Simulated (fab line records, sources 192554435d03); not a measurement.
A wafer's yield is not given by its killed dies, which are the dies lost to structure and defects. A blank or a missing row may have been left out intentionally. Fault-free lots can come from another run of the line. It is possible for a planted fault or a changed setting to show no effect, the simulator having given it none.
Which of the tools did it? ; flow n5 finfet ; Sampling: 8 lots, 24 wafers, 6 of 1938 route steps

WHAT THE GAUGES READ, wafer by wafer
N5_BEOL_M4_RC_MEAS_101. Usual: DIBL_N 36.0 mV/V, standard deviation 1.7; DIBL_P 36.0 mV/V, standard deviation 2; IOFF_N 0.156 nA/um, standard deviation 0.028; IOFF_P 0.21 nA/um, standard deviation 0.04; ION_N 673 uA/um, standard deviation 12; ION_P 463 uA/um, standard deviation 8.3; SS_N 71.4 mV/dec, standard deviation 0.6; SS_P 73.3 mV/dec, standard deviation 0.66; VT_N 250 mV, standard deviation 3; VT_P -250 mV, standard deviation 3.8.
lot;measured;on;DIBL_N (mV/V);DIBL_P (mV/V);IOFF_N (nA/um);IOFF_P (nA/um);ION_N (uA/um);ION_P (uA/um);SS_N (mV/dec);SS_P (mV/dec);VT_N (mV);VT_P (mV);flag
L525;day 8 22:27;prober-01;34.8 37.8 35.3;33.7 38.1 34.2;0.118 0.169 0.136;0.18 0.24 0.18;652 669 672;454 465 463;71.3 72.4 71.1;73.1 73.7 72.9;255 250 250;-252 -246 -252;
L528;day 9 16:02;prober-02;36.1 36.3 36.6;35.1 35.6 35.9;0.155 0.168 0.159;0.20 0.22 0.22;669 681 673;462 465 461;71.7 70.9 71.8;73.6 73.2 74.5;252 248 251;-251 -247 -250;
L530;day 10 11:10;prober-02;32.3 34.6 34.7;32.4 35.4 35.3;0.112 0.156 0.142;0.19 0.23 0.22;658 682 660;462 467 459;70.2 71.0 71.6;72.7 73.5 73.2;254 250 252;-249 -247 -247;
L535;day 11 14:01;prober-02;38.0 36.2 33.9;39.2 36.7 34.5;0.202 0.174 0.133;0.22 0.19 0.16;691 681 667;464 458 457;72.0 71.3 70.4;74.4 73.9 73.4;245 248 251;-251 -252 -256;
L536;day 11 23:07;prober-02;38.2 37.0 34.4;39.8 38.4 35.9;0.180 0.150 0.121;0.26 0.23 0.20;676 660 663;466 456 460;71.8 71.2 70.9;73.4 73.9 72.9;248 251 253;-246 -247 -250;
L538;day 12 11:52;prober-01;34.1 33.2 32.0;35.3 33.7 32.7;0.130 0.116 0.098;0.16 0.15 0.13;660 672 652;447 451 450;71.4 71.2 70.7;72.9 72.9 72.6;252 251 257;-257 -256 -257;
L541;day 13 08:37;prober-02;34.3 34.2 34.4;34.3 33.8 34.6;0.137 0.136 0.143;0.20 0.19 0.21;671 672 675;463 468 472;71.6 70.3 70.9;73.4 72.6 73.2;252 250 249;-247 -249 -245;
L542;day 13 10:40;prober-01;35.1 36.1 35.9;35.2 36.0 36.8;0.132 0.156 0.150;0.16 0.18 0.19;676 674 680;463 461 462;70.9 71.5 71.0;72.4 73.2 72.9;251 250 251;-254 -256 -253;

WHAT TOOL EACH LOT RAN ON (gives the tool, then ch and the chambers of the sampled wafers, and finally the start)
lot;N5_MOL_CONTACT_COAG_ETCH_66;N5_MOL_CONTACT_COAG_STRIP_49;N5_BEOL_M0_SAQP_PECVD_03;N5_BEOL_M0_SAQP_PECVD_96;N5_BEOL_M0_SAQP_MANDREL_ETCH_103
L525;rie diel-01 ch 0,1,3, day 6 13:07;plasma asher-02 ch 0,1, day 6 14:43;pecvd-04 ch 0,1, day 6 21:02;pecvd-04 ch 0,1, day 6 21:04;rie si-06 ch 0,1,2, day 7 00:19
L528;rie diel-06 ch 2,3, day 7 08:17;plasma asher-01 ch 0,1, day 7 08:55;pecvd-02 ch 0,1,2, day 7 14:26;pecvd-02 ch 0,1,2, day 7 14:28;rie si-06 ch 0,1,3, day 7 17:57
L530;rie diel-01 ch 2,3, day 7 21:27;plasma asher-02 ch 0,1, day 7 22:05;pecvd-04 ch 1,2, day 8 03:41;pecvd-04 ch 1,2, day 8 03:43;rie si-01 ch 0,3, day 8 07:05
L535;rie diel-03 ch 1,2,3, day 9 03:54;plasma asher-01 ch 0,1, day 9 04:31;pecvd-04 ch 0,1, day 9 09:49;pecvd-04 ch 0,1, day 9 09:51;rie si-06 ch 0,1,2, day 9 13:04
L536;rie diel-03 ch 0,1,3, day 9 06:23;plasma asher-01 ch 0,1, day 9 07:02;pecvd-04 ch 0,2, day 9 13:01;pecvd-04 ch 0,2, day 9 13:03;rie si-03 ch 0,1,2, day 9 15:47
L538;rie diel-01 ch 1,2,3, day 9 13:29;plasma asher-02 ch 0,1, day 9 14:07;pecvd-02 ch 0,1, day 9 22:44;pecvd-02 ch 0,1, day 9 22:46;rie si-01 ch 1,2, day 10 02:21
L541;rie diel-03 ch 0,2,3, day 10 09:08;plasma asher-01 ch 0,1, day 10 09:54;pecvd-02 ch 0,1, day 10 18:22;pecvd-02 ch 0,1, day 10 18:25;rie si-01 ch 0,1,3, day 10 21:43
L542;rie diel-03 ch 0,1,2, day 10 15:40;plasma asher-02 ch 0,1, day 10 16:17;pecvd-03 ch 0,2, day 10 22:04;pecvd-03 ch 0,2, day 10 22:05;rie si-03 ch 1,2,3, day 11 00:43
- N5_MOL_CONTACT_COAG_ETCH_66: etches SiARC in CF4, target depth 13 nm, time 21.7 s.
- N5_MOL_CONTACT_COAG_STRIP_49: strips in N2/H2, time 30 s.
- N5_BEOL_M0_SAQP_PECVD_03: deposits SiCN from 3MS/NH3, target thk 12 nm, time 21.1 s.
- N5_BEOL_M0_SAQP_PECVD_96: deposits a-Si from SiH4/He, target thk 45 nm, time 45.2 s.
- N5_BEOL_M0_SAQP_MANDREL_ETCH_103: etches a-Si in HBr/Cl2, stops on SiCN, target depth 45 nm, bt time 10 s, time 27 s.

AS READ BY THE TOOLS THEMSELVES (means over the sampled wafers that have a number; for cases with no such wafer, the mark the record gives instead)
N5_MOL_CONTACT_COAG_ETCH_66. Usual: drypump motor current A is 5.8 A with standard deviation 0.46, etch rf on time s is 21.5 s with standard deviation 0.52, oes product au is 0.70 a.u. with standard deviation 0.082, rf fwd power W is 531.8 W with standard deviation 1.8, rf vpp V is 184.4 V with standard deviation 0.87, showerhead plenum p Torr is 2.15 Torr with standard deviation 0.046, and throttle valve pct is 15.59 % with standard deviation 0.26.
lot;tool;drypump motor current A (A);etch rf on time s (s);oes product au (a.u.);rf fwd power W (W);rf vpp V (V);showerhead plenum p Torr (Torr);throttle valve pct (%);flag
L525;rie diel-01;6.2;21.7;0.65;532.7;184.3;2.16;15.60;
L528;rie diel-06;5.7;20.7;0.64;533.6;184.3;2.15;15.97;
L530;rie diel-01;5.4;21.5;0.60;532.9;184.3;2.12;15.84;
L535;rie diel-03;5.7;21.6;0.77;530.8;183.9;2.12;15.42;
L536;rie diel-03;5.9;21.1;0.78;530.9;183.2;2.13;15.47;
L538;rie diel-01;5.7;21.4;0.64;530.8;184.9;2.13;15.65;
L541;rie diel-03;5.6;21.5;0.76;530.5;184.0;2.15;15.47;
L542;rie diel-03;5.8;21.9;0.73;531.4;183.9;2.15;15.60;

N5_MOL_CONTACT_COAG_STRIP_49. Usual: drypump motor current A 5.7 A, standard deviation 0.4; heater power w 328 W, standard deviation 24.
lot;tool;drypump motor current A (A);heater power w (W);flag
L525;plasma asher-02;5.4;341;
L528;plasma asher-01;6.1;327;
L530;plasma asher-02;5.4;326;
L535;plasma asher-01;6.1;324;
L536;plasma asher-01;6.2;313;
L538;plasma asher-02;5.4;341;
L541;plasma asher-01;6.1;329;
L542;plasma asher-02;5.3;327;

N5_BEOL_M0_SAQP_PECVD_03. Usual: rf fwd power W 198.7 W, standard deviation 1.3; run length s 51.3 s, standard deviation 0.56; showerhead plenum p Torr 3.667 Torr, standard deviation 0.012; throttle valve pct 8.9 %, standard deviation 0.37.
lot;tool;rf fwd power W (W);run length s (s);showerhead plenum p Torr (Torr);throttle valve pct (%);flag
L525;pecvd-04;200.0;51.4;3.664;9.0;
L528;pecvd-02;199.1;51.5;3.679;9.2;
L530;pecvd-04;199.5;51.0;3.658;8.5;
L535;pecvd-04;199.8;51.0;3.667;8.9;
L536;pecvd-04;198.5;51.1;3.670;8.6;
L538;pecvd-02;200.2;51.4;3.681;9.1;
L541;pecvd-02;200.1;51.3;3.672;8.9;
L542;pecvd-03;197.6;51.9;3.659;9.0;

N5_BEOL_M0_SAQP_PECVD_96. Usual: heater power w 636 W, standard deviation 76; rf fwd power W 98.9 W, standard deviation 0.48; run length s 81.3 s, standard deviation 0.57; showerhead plenum p Torr 5.67 Torr, standard deviation 0.044; throttle valve pct 17.9 %, standard deviation 0.65.
lot;tool;heater power w (W);rf fwd power W (W);run length s (s);showerhead plenum p Torr (Torr);throttle valve pct (%);flag
L525;pecvd-04;527;99.2;81.2;5.68;18.0;
L528;pecvd-02;625;99.2;81.2;5.74;18.2;
L530;pecvd-04;578;99.4;80.9;5.66;17.3;
L535;pecvd-04;519;99.4;79.5;5.67;17.9;OFF
L536;pecvd-04;614;99.2;76.9;5.66;17.2;OFF
L538;pecvd-02;666;99.2;81.2;5.70;17.9;
L541;pecvd-02;591;99.6;81.3;5.70;18.1;
L542;pecvd-03;763;98.3;81.7;5.65;18.0;

N5_BEOL_M0_SAQP_MANDREL_ETCH_103. Usual: drypump motor current A 5.6 A, standard deviation 0.47; oes product au 0.677 a.u., standard deviation 0.013; rf fwd power W 793.8 W, standard deviation 2.8; throttle valve pct 35.6 %, standard deviation 0.32.
lot;tool;drypump motor current A (A);oes product au (a.u.);rf fwd power W (W);throttle valve pct (%);flag
L525;rie si-06;5.6;0.677;793.3;35.6;
L528;rie si-06;5.3;0.674;797.2;35.9;
L530;rie si-01;5.3;0.690;796.7;35.7;
L535;rie si-06;5.5;0.660;795.7;35.6;
L536;rie si-03;5.4;0.642;792.3;35.7;
L538;rie si-01;5.7;0.671;796.1;35.9;
L541;rie si-01;5.5;0.677;795.6;35.6;
L542;rie si-03;5.7;0.676;793.6;35.5;

THE ANSWER, worked out from the rows above alone
Rule: a lot is off if the mean of its wafers that have a number lies more than 3 standard deviations from the usual mean. A lot without any number at a reading at which 4 lots or more have one is off too. Where the step has rows for the other lots, those lots are counted as sound. After the gauges, taken in route order, come the tools' own readings; for these a lot's mean is taken, as printed above. At the first step where some lot is off, the reading lying furthest off is the one used; lots without a number count as furthest.
Off, at N5_BEOL_M0_SAQP_PECVD_96 on run length s: L535, L536.
A tool fits if, at that step or a process step before it, it ran every lot that is off, and no sound lot after the first of them. One fits: N5_BEOL_M0_SAQP_PECVD_03 and N5_BEOL_M0_SAQP_PECVD_96 on pecvd-04. At N5_BEOL_M0_SAQP_PECVD_03 its last sound lot is L530 (day 8 03:41), its first lot that is off L535 (day 9 09:49): a fault that began between those two fits.

WHAT HAD BEEN PUT IN BY THE SIMULATOR
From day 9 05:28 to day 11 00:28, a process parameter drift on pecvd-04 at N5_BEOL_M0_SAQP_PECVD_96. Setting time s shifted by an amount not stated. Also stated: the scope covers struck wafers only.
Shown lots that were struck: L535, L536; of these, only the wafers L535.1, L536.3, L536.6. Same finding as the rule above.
